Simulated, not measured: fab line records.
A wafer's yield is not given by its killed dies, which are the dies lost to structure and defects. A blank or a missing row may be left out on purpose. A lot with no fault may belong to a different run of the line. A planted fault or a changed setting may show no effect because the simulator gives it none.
A lot that was struck, set against a sound lot	flow n5Finfet	17 out of 1938 route steps
Sound: these wafers, L933.1, L933.2, L933.5. Struck: wafer L944.4 (L944.3, L944.5, from the same lot, were not struck and are left out); the cause is given at the end.
Each step with rows lists, per side, the tool, then ch with its chambers, then its first start. Under that, the readings that differ: sound wafers	struck wafers	difference of the means	sigmas: that difference in standard deviations of wafers without a fault.
alike: a reading whose means differ by less than 2 such deviations, as well as words and numbers matching on both sides. not compared: withheld readings; readings where some wafer has no value; bounds like >300 that might hide an equal value; numbers whose values overlap and for which the record gives no deviation.
The two part at a step that has a row with sigmas, a row that says differs or no value, or rows on one side only. Non-overlapping numbers with no deviation appear without sigmas and do not part them. A reading missing from all wafers of one side parts the sides only when that side holds two or more wafers.

first, 7 steps without rows for these wafers: N5_BEOL_M6_COAT_60 (time 60 s, resist thk 35 nm); N5_BEOL_M6_COAT_05 (resist thk 90 nm); N5_BEOL_M6_EBR_07; N5_BEOL_M6_SOFTBAKE_06 (time 60 s); N5_BEOL_M6_EXPOSE_08 (exposes mask M6); N5_BEOL_M6_PEB_09 (peb time 60 s); N5_BEOL_M6_DEVELOP_10 (develop time 30 s).
N5_BEOL_M6_CD_MEAS_11: the cd target is 38.5 nm.
  sound on cdSem-02 ch 0, day 11 09:01; struck on cdSem-03 ch 0, day 14 18:37
reading	sound	struck	difference	sigmas
cdNm (nm)	38.9 38.4 38.9	37.6	-1.1	-2
N5_BEOL_M6_OVL_MEAS_12:
  sound on overlay-02 ch 0, day 11 09:03; struck on overlay-01 ch 0, day 14 18:39
  alike: M6_OVL
N5_BEOL_M6_INSPECT_13: inspects for defects (brightfield).
  struck on defectInspect-02, day 14 18:40; sound on defectInspect-01, day 11 09:04
  alike: rawDefectCount
N5_BEOL_M6_DESCUM_16: chemistry O2, time 7.9 s.
  sound on rieDiel-02 ch 0,2,3, day 11 09:29; struck on rieDiel-03 ch 0, day 14 18:42
  alike: drypumpMotorCurrentA, oesProductAu, rfFwdPowerW, rfVppV, showerheadPlenumPTorr, throttleValvePct
  not compared: rfHoursCounterH
N5_BEOL_M6_ETCH_61: etches SiARC in CF4, target depth 45.5 nm, time 75.8 s.
  sound on rieDiel-02 ch 0,2,3, day 11 09:31; struck on rieDiel-03 ch 0, day 14 18:44
  alike: drypumpMotorCurrentA, etchRfOnTimeS, oesProductAu, rfFwdPowerW, rfVppV, showerheadPlenumPTorr, throttleValvePct
  not compared: rfHoursCounterH
N5_BEOL_M6_ETCH_62: etches SOC in N2/H2, target depth 110 nm, overetch 22 nm, time 165 s.
  sound on rieDiel-02 ch 0,2,3, day 11 09:35; struck on rieDiel-03 ch 0, day 14 18:47
reading	sound	struck	difference	sigmas
model.SiARC_of_BEOL_M6_COAT_60.thkNm (nm)	28 28 28.4	26.4	-1.7	
  alike: drypumpMotorCurrentA, oesProductAu, rfFwdPowerW, rfVppV, showerheadPlenumPTorr, throttleValvePct
  not compared: rfHoursCounterH
then, 1 step without rows for these wafers: N5_BEOL_M6_STRIP_68 (strips in N2/H2).
N5_BEOL_M6_STRIP_67: strips in CF4.
  sound on rieDiel-02 ch 0,2,3, day 11 09:44; struck on rieDiel-03 ch 0, day 14 18:56
  alike: drypumpMotorCurrentA, oesProductAu, rfVppV, showerheadPlenumPTorr, throttleValvePct
  not compared: rfHoursCounterH
N5_BEOL_M6_HM_OPEN_17: chemistry Cl2/BCl3, target TiN, target depth 20 nm, overetch 6 nm.
  sound on rieMetal-01 ch 0,1, day 11 09:46; struck on rieMetal-03 ch 1, day 14 19:01
reading	sound	struck	difference	sigmas
model.etch.depthNm (nm)	20.33 20.18 20.34	16.15	-4.13	
  alike: drypumpMotorCurrentA, oesProductAu, rfFwdPowerW, throttleValvePct
  not compared: rfHoursCounterH
N5_BEOL_M6_STRIP_19: strips in O2.
  sound on rieDiel-03 ch 0,1,2, day 11 09:58; struck on rieDiel-02 ch 3, day 14 19:05
  alike: drypumpMotorCurrentA, oesProductAu, rfVppV, showerheadPlenumPTorr, throttleValvePct
  not compared: rfHoursCounterH

## WHERE THEY PART
Only at N5_BEOL_M6_CD_MEAS_11, as far as this record shows. Later steps at which nothing parts them and some readings are alike: N5_BEOL_M6_OVL_MEAS_12, N5_BEOL_M6_INSPECT_13, N5_BEOL_M6_DESCUM_16, N5_BEOL_M6_ETCH_61, N5_BEOL_M6_ETCH_62, N5_BEOL_M6_STRIP_67, N5_BEOL_M6_HM_OPEN_17, N5_BEOL_M6_STRIP_19.

WHY: whatever the simulator had introduced
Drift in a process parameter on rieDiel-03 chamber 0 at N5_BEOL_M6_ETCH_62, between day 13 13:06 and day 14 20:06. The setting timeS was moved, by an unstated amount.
